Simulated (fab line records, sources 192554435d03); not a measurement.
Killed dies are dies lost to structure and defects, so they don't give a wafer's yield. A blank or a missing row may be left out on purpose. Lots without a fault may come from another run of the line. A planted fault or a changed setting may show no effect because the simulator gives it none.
Which tool did it? | flow n5_finfet | 12 lots, 36 wafers sampled, at 6 steps of a route of 1938

WHAT THE GAUGES READ, wafer by wafer
N5_BEOL_M13_INSPECT_12: inspects for defects (macro).
lot  | measured     | on                | raw_defect_count
L074 | day 11 09:07 | defect_inspect-01 | 1 2 2
L078 | day 12 04:37 | defect_inspect-01 | 2 2 0
L080 | day 12 05:13 | defect_inspect-02 | 1 2 1
L081 | day 12 11:20 | defect_inspect-01 | 0 4 3
L083 | day 13 18:06 | defect_inspect-02 | 1 2 2
L084 | day 13 15:40 | defect_inspect-01 | 3 3 2
L087 | day 14 02:28 | defect_inspect-01 | 2 2 1
L091 | day 15 07:25 | defect_inspect-02 | 0 0 2
L090 | day 15 11:05 | defect_inspect-01 | 3 7 3
L092 | day 15 20:22 | defect_inspect-02 | 6 3 0
L094 | day 16 12:16 | defect_inspect-01 | 4 2 0
L097 | day 16 21:15 | defect_inspect-01 | 3 1 0

WHICH TOOL RAN EACH LOT (tool, then ch and the chambers of the sampled wafers, then the start)
lot  | N5_BEOL_M11_HM_DEP_02        | N5_BEOL_M11_ETCH_65                | N5_BEOL_M11_ALD_74                  | N5_BEOL_M11_SURFACE_TREAT_76 | N5_BEOL_M12_STRIP_64
L074 | pvd_sputter-01, day 10 18:25 | rie_diel-01 ch 0,2,3, day 10 22:17 | ald_metal-02 ch 0,3, day 11 00:57   | pvd_sputter-02, day 11 01:16 | plasma_asher-02 ch 0,1, day 11 03:20
L078 | pvd_sputter-03, day 11 15:44 | rie_diel-04 ch 1,2,3, day 11 18:17 | ald_metal-04 ch 1,2, day 11 19:30   | pvd_sputter-02, day 11 19:58 | plasma_asher-02 ch 0,1, day 11 22:30
L080 | pvd_sputter-03, day 11 19:07 | rie_diel-05 ch 1,3, day 11 20:47   | ald_metal-04 ch 1,2,3, day 11 22:01 | pvd_sputter-03, day 11 22:19 | plasma_asher-01 ch 0,1, day 12 00:50
L081 | pvd_sputter-02, day 12 02:17 | rie_diel-05 ch 0,2,3, day 12 03:53 | ald_metal-04 ch 0,1, day 12 05:12   | pvd_sputter-02, day 12 05:31 | plasma_asher-02 ch 0,1, day 12 07:38
L083 | pvd_sputter-02, day 13 04:37 | rie_diel-04 ch 1,2,3, day 13 07:11 | ald_metal-04 ch 1,2,3, day 13 08:36 | pvd_sputter-03, day 13 08:53 | plasma_asher-02 ch 0,1, day 13 11:35
L084 | pvd_sputter-02, day 13 05:06 | rie_diel-04 ch 1,2,3, day 13 06:43 | ald_metal-02 ch 1,3, day 13 08:20   | pvd_sputter-02, day 13 08:41 | plasma_asher-02 ch 0,1, day 13 10:58
L087 | pvd_sputter-01, day 13 11:45 | rie_diel-04 ch 1,2,3, day 13 13:13 | ald_metal-02 ch 0,1,2, day 13 15:35 | pvd_sputter-03, day 13 15:53 | plasma_asher-01 ch 1, day 13 18:01
L091 | pvd_sputter-03, day 14 16:47 | rie_diel-04 ch 0,1,2, day 14 19:41 | ald_metal-02 ch 0,1,3, day 14 21:04 | pvd_sputter-01, day 14 21:21 | plasma_asher-02 ch 0,1, day 15 00:17
L090 | pvd_sputter-01, day 14 20:46 | rie_diel-05 ch 1,2,3, day 14 23:55 | ald_metal-02 ch 0,2,3, day 15 01:10 | pvd_sputter-02, day 15 01:31 | plasma_asher-02 ch 0,1, day 15 06:31
L092 | pvd_sputter-02, day 15 04:37 | rie_diel-05 ch 1,3, day 15 08:59   | ald_metal-04 ch 0,1,2, day 15 10:46 | pvd_sputter-03, day 15 11:08 | plasma_asher-02 ch 0,1, day 15 14:53
L094 | pvd_sputter-03, day 16 00:31 | rie_diel-01 ch 1,2, day 16 03:28   | ald_metal-01 ch 0,1,3, day 16 04:49 | pvd_sputter-01, day 16 05:17 | plasma_asher-01 ch 0,1, day 16 07:29
L097 | pvd_sputter-03, day 16 07:45 | rie_diel-01 ch 0,2,3, day 16 09:47 | ald_metal-01 ch 0,1,2, day 16 11:01 | pvd_sputter-03, day 16 11:17 | plasma_asher-02 ch 0,1, day 16 14:03
- N5_BEOL_M11_HM_DEP_02: deposits TiN, target thk 20 nm.
- N5_BEOL_M11_ETCH_65: etches SiARC in CF4, target depth 39 nm, time 65 s.
- N5_BEOL_M11_ALD_74: deposits TaN, target thk 2 nm, pulse time 2 s, purge time 3 s.
- N5_BEOL_M11_SURFACE_TREAT_76
- N5_BEOL_M12_STRIP_64: strips in N2/H2.

THE ANSWER, worked out from the rows above alone
Rule: what is usual is taken from the lots themselves. Put in order of their means at a reading, lots are off if they are a third of the lots or fewer, leave a main group of 4 or more, and stand apart from it by a gap of 3 or more times the standard deviation of the main group's means; of several such gaps the widest counts. A main group whose means are all the same, to the digits that the tables above print for the reading, isn't used. A lot without any number at a reading at which 4 lots or more have one is off too. The other lots that the step has rows for count as sound.
No lot is off at any reading shown: from this, nothing can be told.

WHAT THE SIMULATOR HAD PUT IN
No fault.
